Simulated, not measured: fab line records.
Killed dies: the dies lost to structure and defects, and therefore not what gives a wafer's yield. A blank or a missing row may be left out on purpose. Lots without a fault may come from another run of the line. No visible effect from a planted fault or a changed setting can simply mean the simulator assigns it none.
What tool caused it? -- flow nand_harc -- 12 lots with 36 wafers sampled at 6 steps, on a route of 1159 steps

WHAT THE GAUGES READ, wafer by wafer
NHARC_P_GATE_CD_MEAS_91 targets a cd of 2000 nm.
lot,measured,on,cd_nm (nm)
L499,day 5 10:13,cd_sem-01,2001.2 1999.2 1999.8
L502,day 6 02:13,cd_sem-01,2000.6 1997.9 2000.7
L501,day 6 02:26,cd_sem-02,1999.2 1999.2 1999.5
L500,day 6 07:55,cd_sem-02,2002.1 2003.5 2000.8
L504,day 6 16:56,cd_sem-03,1998.7 1995.8 1997.0
L507,day 7 03:14,cd_sem-02,2001.5 1999.6 2001.7
L511,day 8 17:58,cd_sem-03,- - -
L516,day 9 15:17,cd_sem-02,2002.2 2001.8 2000.7
L518,day 10 08:40,cd_sem-03,1999.1 1999.4 1999.5
L519,day 10 09:01,cd_sem-03,2002.0 1999.8 2000.7
L520,day 10 15:58,cd_sem-02,2001.9 2002.5 2001.7
L521,day 11 00:49,cd_sem-01,1999.6 1997.7 1995.3

NHARC_END_SORT_01.
lot,measured,on,killed_at_array,killed_at_other,killed_at_periphery,killed_dies,killed_open,killed_short
L500,day 19 13:11,prober-01,30 38 40,1 1 0,4 6 3,35 45 43,2 4 2,2 1 2
L507,day 21 03:01,prober-01,43 34 30,0 0 0,2 1 1,45 35 31,2 4 0,1 2 3
L511,day 22 02:30,prober-02,25 35 30,0 0 0,652 642 647,677 677 677,4 3 7,0 2 2
L518,day 24 06:13,prober-02,45 61 50,2 1 0,4 1 5,51 63 55,3 3 2,1 3 2
L520,day 24 16:22,prober-01,25 21 34,1 0 0,6 3 1,32 24 35,6 6 4,1 1 2
L521,day 25 23:37,prober-02,37 44 37,0 0 0,3 3 6,40 47 43,1 4 3,3 1 2

WHICH TOOL RAN EACH LOT (tool, then ch and the chambers of the sampled wafers, then the start)
lot,NHARC_P_GATE_DESCUM_48,NHARC_P_GATE_STRIP_76,NHARC_P_GATE_EXPOSE_88,NHARC_P_GATE_RTA_80
L499,"rie_diel-04 ch 0,1, day 5 06:37","plasma_asher-02 ch 0,1, day 5 09:18","krf_scanner-03 ch 0, day 5 10:04","rtp_anneal-02 ch 0, day 5 12:46"
L502,"rie_diel-08 ch 0,2,3, day 5 22:55","plasma_asher-02 ch 0,1, day 6 01:19","krf_scanner-04 ch 0, day 6 02:04","rtp_anneal-01 ch 0, day 6 04:43"
L501,"rie_diel-07 ch 1,2,3, day 5 23:07","plasma_asher-01 ch 0,1, day 6 01:31","krf_scanner-01 ch 0, day 6 02:17","rtp_anneal-01 ch 0, day 6 04:55"
L500,"rie_diel-04 ch 1,2,3, day 6 04:50","plasma_asher-02 ch 1, day 6 07:08","krf_scanner-01 ch 0, day 6 07:46","rtp_anneal-01 ch 0, day 6 10:22"
L504,"rie_diel-04 ch 0,1,2, day 6 13:40","plasma_asher-01 ch 0,1, day 6 16:02","krf_scanner-03 ch 0, day 6 16:47","rtp_anneal-01 ch 0, day 6 19:37"
L507,"rie_diel-08 ch 1,3, day 6 23:54","plasma_asher-02 ch 0,1, day 7 02:18","krf_scanner-01 ch 0, day 7 03:05","rtp_anneal-02 ch 0, day 7 05:58"
L511,"rie_diel-04 ch 1,2,3, day 8 14:32","plasma_asher-01 ch 0,1, day 8 17:02","krf_scanner-04 ch 0, day 8 17:49","rtp_anneal-01 ch 0, day 8 20:24"
L516,"rie_diel-08 ch 1,2,3, day 9 11:39","plasma_asher-02 ch 1, day 9 14:23","krf_scanner-01 ch 0, day 9 15:08","rtp_anneal-02 ch 0, day 9 17:50"
L518,"rie_diel-08 ch 0,1,3, day 10 05:26","plasma_asher-02 ch 0,1, day 10 07:52","krf_scanner-01 ch 0, day 10 08:31","rtp_anneal-01 ch 0, day 10 11:07"
L519,"rie_diel-08 ch 0,1,2, day 10 05:47","plasma_asher-01 ch 0,1, day 10 08:07","krf_scanner-03 ch 0, day 10 08:52","rtp_anneal-01 ch 0, day 10 11:33"
L520,"rie_diel-04 ch 0,1,2, day 10 12:45","plasma_asher-01 ch 0,1, day 10 15:03","krf_scanner-04 ch 0, day 10 15:49","rtp_anneal-01 ch 0, day 10 18:28"
L521,"rie_diel-07 ch 0,2, day 10 21:31","plasma_asher-02 ch 0,1, day 10 23:55","krf_scanner-01 ch 0, day 11 00:40","rtp_anneal-01 ch 0, day 11 03:19"
- NHARC_P_GATE_DESCUM_48: chemistry O2, time 3 s.
- NHARC_P_GATE_STRIP_76: strips in O2.
- NHARC_P_GATE_EXPOSE_88: exposes mask P HVN, target cd 2000 nm.
- NHARC_P_GATE_RTA_80: time 30 s.

WHAT THE TOOLS THEMSELVES READ (means of the sampled wafers that have a number; where no wafer has one, the mark that the record gives instead)
NHARC_P_GATE_DESCUM_48.
lot,tool,chamber_pressure_mTorr (mTorr),drypump_motor_current_A (A),oes_product_au (a.u.),rf_vpp_V (V),showerhead_plenum_p_Torr (Torr),throttle_valve_pct (%)
L499,rie_diel-04,60.01,5.6,0.996,58.3,1.96,11.302
L502,rie_diel-08,60.02,5.5,0.998,57.8,1.79,11.311
L501,rie_diel-07,59.92,5.0,0.992,57.9,1.95,11.305
L500,rie_diel-04,59.95,5.7,1.004,58.0,1.89,11.310
L504,rie_diel-04,60.00,5.4,0.993,57.3,1.94,11.312
L507,rie_diel-08,59.98,5.8,1.004,57.0,1.82,11.311
L511,rie_diel-04,59.97,5.7,1.000,57.1,1.89,11.301
L516,rie_diel-08,59.99,5.7,1.006,58.1,1.91,11.313
L518,rie_diel-08,59.99,5.9,0.997,57.5,1.81,11.317
L519,rie_diel-08,59.97,5.8,1.001,57.5,1.90,11.311
L520,rie_diel-04,60.01,5.4,0.991,58.0,1.92,11.309
L521,rie_diel-07,60.05,5.1,0.997,58.3,1.97,11.320

NHARC_P_GATE_STRIP_76.
lot,tool,drypump_motor_current_A (A),heater_power_w (W)
L499,plasma_asher-02,5.7,347
L502,plasma_asher-02,5.5,354
L501,plasma_asher-01,6.1,309
L500,plasma_asher-02,5.3,361
L504,plasma_asher-01,6.1,313
L507,plasma_asher-02,5.6,346
L511,plasma_asher-01,6.1,314
L516,plasma_asher-02,5.3,384
L518,plasma_asher-02,5.5,369
L519,plasma_asher-01,6.0,308
L520,plasma_asher-01,6.3,319
L521,plasma_asher-02,5.6,356

NHARC_P_GATE_RTA_80.
lot,tool,lamp_power_pct (%),wafer_temp_C_max
L499,rtp_anneal-02,1.82,301.1
L502,rtp_anneal-01,2.05,301.9
L501,rtp_anneal-01,2.05,301.8
L500,rtp_anneal-01,2.05,302.1
L504,rtp_anneal-01,2.06,302.0
L507,rtp_anneal-02,1.82,300.7
L511,rtp_anneal-01,2.05,301.8
L516,rtp_anneal-02,1.82,300.7
L518,rtp_anneal-01,2.05,301.9
L519,rtp_anneal-01,2.05,301.9
L520,rtp_anneal-01,2.05,301.9
L521,rtp_anneal-01,2.05,301.5

THE ANSWER, worked out from the rows above alone
Rule: the lots themselves supply what counts as usual. Put in order of their means at a reading, lots are off if they are a third of the lots or fewer, leave a main group of 4 or more, and stand apart from it by a gap of 3 or more times the standard deviation of the main group's means; of several such gaps the widest counts. A main group whose means are all the same, to the digits that the tables above print for the reading, isn't used. A lot without any number at a reading at which 4 lots or more have one is off too. The other lots that the step has rows for count as sound. The gauges are gone through in route order, then the tools' own readings, and for those a lot's mean is taken as printed above. The first step at which some lot is off is used, and at that step the reading that is off furthest; a lot without a number counts as furthest.
Off, at NHARC_P_GATE_CD_MEAS_91 on cd_nm: L511. Without a number there: L511. The main group has a mean of 2000.1 nm with a standard deviation of 1.6.
If a tool, at a process step before that reading, ran all the lots that are off and no sound lot after the first of them, it fits. The gauges at NHARC_P_GATE_CD_MEAS_91 aren't tried: what is off there is off at NHARC_END_SORT_01 too, on other tools, and a gauge's error can't cause that. Not one of the candidates tried fits.

WHAT WAS PUT IN BY THE SIMULATOR
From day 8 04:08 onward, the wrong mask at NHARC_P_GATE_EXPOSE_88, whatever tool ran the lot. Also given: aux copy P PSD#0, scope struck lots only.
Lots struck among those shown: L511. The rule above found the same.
